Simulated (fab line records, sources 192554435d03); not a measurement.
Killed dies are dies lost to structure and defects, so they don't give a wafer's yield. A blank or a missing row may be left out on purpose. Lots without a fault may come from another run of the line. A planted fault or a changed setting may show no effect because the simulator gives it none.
One fault seen from 3 desks | flow n5_finfet | each desk has only its own numbers; what lay behind them comes last

THE METROLOGY DESK
What the gauges read, lot by lot, whatever tool the lot ran on: means of the sampled wafers that have a number. A lot is out of limits, marked OUT, if its mean lies more than 4 standard deviations from the usual mean; the brackets give that distance. Of its 14 readings 7 are shown: the one that was out of limits first, and those that lie furthest out on some lot.
Columns: A = cd_nm at N5_BEOL_M1_CD_MEAS_28, usual 24.09 nm; B = trench_depth_nm at N5_BEOL_M1_OCD_MEAS_38, usual 55.3 nm; C = cd_nm at N5_BEOL_M1_CD_MEAS_35, usual 18.0 nm; D = DIBL_N at N5_BEOL_M4_RC_MEAS_101, usual 35.3 mV/V; E = DIBL_P at N5_BEOL_M4_RC_MEAS_101, usual 35.3 mV/V; F = IOFF_N at N5_BEOL_M4_RC_MEAS_101, usual 0.145 nA/um; G = SS_P at N5_BEOL_M4_RC_MEAS_101, usual 73.1 mV/dec
lot  | first seen here | A     | B              | C    | D    | E    | F     | G
L319 | day 6 10:28     | 24.05 | 54.8           | 18.3 | 34.6 | 34.3 | 0.140 | 72.5
L328 | day 8 05:49     | 24.52 | 33.0 (-20) OUT | 18.3 | 32.1 | 31.7 | 0.108 | 71.9
L329 | day 8 14:43     | 24.10 | 37.1 (-17) OUT | 18.0 | 33.8 | 34.3 | 0.128 | 72.4
L331 | day 9 05:19     | 24.07 | 41.6 (-12) OUT | 18.4 | 34.6 | 35.4 | 0.133 | 73.1
L334 | day 9 19:20     | 24.42 | 55.4           | 18.4 | 35.3 | 34.8 | 0.133 | 73.1
L336 | day 10 09:41    | 23.99 | 55.7           | 17.8 | 35.8 | 35.6 | 0.136 | 73.2
L340 | day 11 14:50    | 23.84 | 56.5           | 18.6 | 35.9 | 35.1 | 0.152 | 73.1
L342 | day 12 01:05    | 23.72 | 54.9           | 18.1 | 35.4 | 34.9 | 0.143 | 72.9
This desk's finding: out of limits on L328, L329, L331; first on L328, day 9 04:26 (trench_depth_nm at N5_BEOL_M1_OCD_MEAS_38). In limits: L319, L334, L336, L340, L342.

THE TOOL OWNER'S DESK: pvd_sputter-01
The tool's own readings at N5_BEOL_M1_HM_DEP_02 (deposits TiN, target thk 20 nm): means of the sampled wafers that have a number, for each lot that ran on this tool. A lot is out of limits, marked OUT, if its mean lies more than 4 standard deviations from the usual mean; the brackets give that distance.
Columns: A = susceptor_temp_C at N5_BEOL_M1_HM_DEP_02, usual 25.00 C; B = throttle_valve_pct at N5_BEOL_M1_HM_DEP_02, usual 29.8 %
lot  | first seen here | A     | B
L319 | day 6 09:08     | 25.06 | 29.3
L328 | day 8 03:56     | 25.08 | 30.0
L329 | day 8 13:19     | 25.02 | 29.2
L331 | day 9 04:03     | 24.96 | 29.2
L342 | day 11 23:48    | 24.93 | 29.2
This desk's finding: nothing out of limits on any of the 5 lots.

THE DEFECT DESK
What the inspections along the route counted, lot by lot: means of the sampled wafers that have a number. A lot is out of limits, marked OUT, if its mean lies more than 4 standard deviations from the usual mean; the brackets give that distance.
Columns: A = raw_defect_count at N5_BEOL_M1_INSPECT_30, usual 419
lot  | first seen here | A
L319 | day 6 10:33     | 274
L328 | day 8 05:55     | 480
L329 | day 8 14:48     | 272
L331 | day 9 05:24     | 383
L334 | day 9 19:26     | 455
L336 | day 10 09:46    | 378
L340 | day 11 14:55    | 378
L342 | day 12 01:10    | 397
This desk's finding: nothing out of limits on any of the 8 lots.

PUT TOGETHER
The metrology desk could have raised an alarm at day 9 04:26, on L328, L329, L331.
The tool owner's desk saw nothing out of limits.
The defect desk saw nothing out of limits.
The tool owner's desk has L328, L329, L331 on record, within its limits.
The defect desk has L328, L329, L331 on record, within its limits.
Of the lots named, all ran N5_BEOL_M1_HM_DEP_02 on pvd_sputter-01.

WHAT THE SIMULATOR HAD PUT IN
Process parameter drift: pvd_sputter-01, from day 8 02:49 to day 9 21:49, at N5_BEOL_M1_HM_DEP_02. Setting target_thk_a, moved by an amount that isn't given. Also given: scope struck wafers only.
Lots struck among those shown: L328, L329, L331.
Hours from the fault's start to each desk's first reading out of limits: the metrology desk, 26.
